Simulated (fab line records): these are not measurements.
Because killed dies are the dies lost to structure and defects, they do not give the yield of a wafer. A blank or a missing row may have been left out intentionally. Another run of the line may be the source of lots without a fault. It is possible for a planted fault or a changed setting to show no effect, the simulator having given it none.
Struck lot and sound lot, side by side | flow n5-finfet | 33 steps out of a route of 1938
Sound: wafers L679.1, L679.2, L679.5. Struck: wafers L670.2, L670.3, L670.6. At the end, the cause is stated.
At each step with rows: each side's tool, then ch and its chambers, then its first start. Under that, the readings that differ: sound wafers | struck wafers | difference of the means | sigmas: that difference in standard deviations of wafers without a fault.
alike: readings whose means differ by less than 2 such deviations, and words and numbers that are the same on both sides. not compared: withheld readings, readings that some wafer has no value for, bounds like >300 that may hide the same value, and numbers for which the record gives no deviation and whose values overlap.
Wherever a step has rows on one side only, a row that says differs or no value, or a row with sigmas, the two part there. Non-overlapping numbers with no deviation appear without sigmas and do not part them. Lack of a reading on every wafer of one side parts them only where that side has two or more wafers.

first, 1 step without rows for these wafers: N5_BEOL_M9_ECD_50 (material Cu, target thk 318 nm).
N5_BEOL_M9_ANNEAL_51: time 90 s.
  sound on rtp-anneal-01 ch 0, day 13 22:20; struck on rtp-anneal-01 ch 0, day 11 18:11
  alike: anneal-temp-c-max, wafer_temp_C_max
then, 1 step without rows for these wafers: N5_BEOL_M9_CMP_52 (polishes, stops on SiCOH lowk, t overpolish 7 s, target thk 140 nm).
N5_BEOL_M9_THK_MEAS_53: measures by xrf.
  sound: film-metro-02 at day 13 22:55; struck: film-metro-01 at day 11 18:44
  alike: M9_THK
then, 1 step without rows for these wafers: N5_BEOL_M9_PRE_CLEAN_55 (time 15 s).
N5_BEOL_M9_DEP_56: deposits SiCN from 3MS/NH3, target thk 15 nm, time 26.5 s.
  sound on pecvd-03 ch 1,2, day 13 22:59; struck on pecvd-01 ch 1,2, day 11 18:49
  alike: chamber-pressure-Torr, rf-fwd-power-W, showerhead-plenum-p-Torr, throttle-valve-pct
N5_BEOL_M9_RS_MEAS_57: measurement is done with a four-point probe.
  sound: film-metro-02 at day 13 23:04; struck: film-metro-01 at day 11 18:53
  alike: M9_RS
N5_BEOL_M9_INSPECT_58: inspects for defects (darkfield).
  sound: defect-inspect-02 at day 13 23:05; struck: defect-inspect-02 at day 11 18:55
  alike: raw-defect-count
N5_BEOL_M10_ILD_DEP_00: deposits SiCOH lowk from DEMS/porogen, target thk 308.51 nm, time 58 s.
  sound on pecvd-03 ch 0,1,2, day 13 23:07; struck on pecvd-02 ch 0,1,2, day 11 18:56
  alike: chamber-pressure-Torr, heater-power-outer-w, heater-power-w, showerhead-plenum-p-Torr, throttle-valve-pct
then, 1 step without rows for these wafers: N5_BEOL_M10_CURE_71 (cures SiCOH lowk, time 240 s).
N5_BEOL_M10_THK_MEAS_01:
  sound: film-metro-02 at day 13 23:43; struck: film-metro-02 at day 11 19:32
  alike: M10_ILD_THK
then, 1 step without rows for these wafers: N5_BEOL_M10_PECVD_70 (deposits SiO2 from TEOS/O2, target thk 20 nm, time 22.7 s).
N5_BEOL_M10_HM_DEP_02: deposits TiN, target thk 20 nm.
  sound: pvd-sputter-02 at day 14 00:17; struck: pvd-sputter-01 at day 11 21:31
  no value came back on the struck wafers for chamber-pressure-pa (Pa), substrate-temp-c (C), throttle-valve-pct (%); on the sound wafers chamber-pressure-pa (Pa) reads 0.5004 0.4989 0.5012
then, 8 steps without rows for these wafers: N5_BEOL_M10_COAT_59 (time 60 s, resist thk 100 nm); N5_BEOL_M10_COAT_60 (time 60 s, resist thk 30 nm); N5_BEOL_M10_COAT_05 (resist thk 90 nm); N5_BEOL_M10_EBR_07; N5_BEOL_M10_SOFTBAKE_06 (time 60 s); N5_BEOL_M10_EXPOSE_08 (exposes mask M10); N5_BEOL_M10_PEB_09 (peb time 60 s); N5_BEOL_M10_DEVELOP_10 (develop time 30 s).
N5_BEOL_M10_CD_MEAS_11: the cd target is 64.1 nm.
  sound on cd-sem-03 ch 0, day 14 00:39; struck on cd-sem-01 ch 0, day 11 22:01
  alike: cd-nm
N5_BEOL_M10_OVL_MEAS_12:
  sound on overlay-02 ch 0, day 14 00:41; struck on overlay-02 ch 0, day 11 22:02
  alike: M10_OVL
N5_BEOL_M10_INSPECT_13: inspects for defects (brightfield).
  sound: defect-inspect-02 at day 14 00:43; struck: defect-inspect-01 at day 11 22:04
  reading          | sound       | struck      | difference | sigmas
  raw-defect-count | 752 710 755 | 333 273 276 | -445       | -4
then, 1 step without rows for these wafers: N5_BEOL_M10_DESCUM_16 (chemistry O2, time 7.9 s).
N5_BEOL_M10_ETCH_61: etches SiARC in CF4, target depth 39 nm, time 65 s.
  sound on rie-diel-03 ch 0,1,3, day 14 00:47; struck on rie-diel-04 ch 0,1,3, day 11 22:08
  alike: drypump-motor-current-A, etch-rf-on-time-s, oes-product-au, rf-vpp-V, showerhead-plenum-p-Torr, throttle-valve-pct
  not compared: rf-hours-counter-h
then, 3 steps without rows for these wafers: N5_BEOL_M10_ETCH_62 (etches SOC in N2/H2, target depth 110 nm, overetch 22 nm, time 165 s); N5_BEOL_M10_STRIP_68 (strips in N2/H2); N5_BEOL_M10_STRIP_67 (strips in CF4).
N5_BEOL_M10_HM_OPEN_17: chemistry Cl2/BCl3, target TiN, target depth 20 nm, overetch 6 nm.
  sound on rie-metal-03 ch 0,1, day 14 01:01; struck on rie-metal-03 ch 1, day 11 22:24
  reading                  | sound             | struck         | difference | sigmas
  oes-product-au (a.u.)    | 0.61 0.72 0.72    | 0.27 0.28 0.27 | -0.41      | -6
  model.etch.depth-nm (nm) | 20.11 19.87 20.14 | 0 0 0          | -20        |
  alike: drypump-motor-current-A, oes_ar_750_au, throttle-valve-pct
  not compared: rf-hours-counter-h
N5_BEOL_M10_STRIP_19: strips in O2.
  sound on rie-diel-05 ch 2,3, day 14 01:08; struck on rie-diel-04 ch 0,1,3, day 11 22:36
  reading                     | sound       | struck      | difference | sigmas
  drypump-motor-current-A (A) | 5.1 5.7 5.1 | 6.1 6.4 5.7 | +0.8       | +2
  alike: oes-product-au, rf-vpp-V, showerhead-plenum-p-Torr, throttle-valve-pct
  not compared: rf-hours-counter-h
N5_BEOL_M10_CD_MEAS_18: pitch 140 nm, target cd 70 nm.
  sound: cd-sem-02 at day 14 01:13; struck: cd-sem-02 at day 11 22:40
  reading    | sound          | struck | difference                    | sigmas
  cd-nm (nm) | 69.5 69.0 70.1 | - - -  | no value on the struck wafers |
then, 1 step without rows for these wafers: N5_BEOL_M10_COAT_63 (time 60 s, resist thk 100 nm).

== WHERE THEY PART ==
Earliest at N5_BEOL_M10_HM_DEP_02; latest, in this record, at N5_BEOL_M10_CD_MEAS_18.

WHY: what the simulator had put in
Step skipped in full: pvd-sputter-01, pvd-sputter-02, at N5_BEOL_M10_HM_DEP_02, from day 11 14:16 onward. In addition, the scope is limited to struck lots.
